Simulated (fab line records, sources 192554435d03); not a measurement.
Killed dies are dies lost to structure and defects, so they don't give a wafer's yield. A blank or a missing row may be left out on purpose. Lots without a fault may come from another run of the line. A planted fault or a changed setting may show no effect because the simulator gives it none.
Chamber matching | flow n5_finfet | N5_BEOL_M13_ETCH_67 on rie_diel-05: 4 sister chambers
The step etches SiARC in CF4, target depth 143 nm, time 238.3 s. 4 wafers are shown with their chamber, then 7 later ones without.

WAFERS WITH THEIR CHAMBER
wafer  | chamber | showerhead_plenum_p_Torr (Torr)
L077.5 | 3       | 2.20
L084.3 | 0       | 2.27
L085.3 | 1       | 2.13
L085.5 | 2       | 2.28

WAFERS WITHOUT THEIR CHAMBER
wafer  | showerhead_plenum_p_Torr (Torr)
L085.6 | 2.27
L088.1 | 2.12
L088.2 | 2.20
L088.4 | 2.27
L094.1 | 2.12
L094.3 | 2.19
L094.5 | 2.27

WHICH CHAMBER EACH WENT THROUGH
wafer  | from the rows above     | in truth
L085.6 | can't be placed: 0 or 2 | 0
L088.1 | 1                       | 1
L088.2 | 3                       | 3
L088.4 | can't be placed: 0 or 2 | 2
L094.1 | 1                       | 1
L094.3 | 3                       | 3
L094.5 | can't be placed: 0 or 2 | 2
Placed correctly: 4 of 7. Can't be placed from these rows: 3 (the true chamber is among the candidates in 3). Placed wrongly: 0.
How it was worked out, from the rows above alone: a wafer's distance from a chamber is the root of the sum, over the readings, of the square of ((its reading less the chamber's mean) divided by the reading's scatter). The wafer belongs to the nearest chamber; if the next one is less than 2 further off, it can't be placed. A chamber's mean is the mean of its shown wafers. The scatter: with one shown wafer a chamber, the root of the mean of the squares of how far each hidden wafer lies from its nearest shown one.
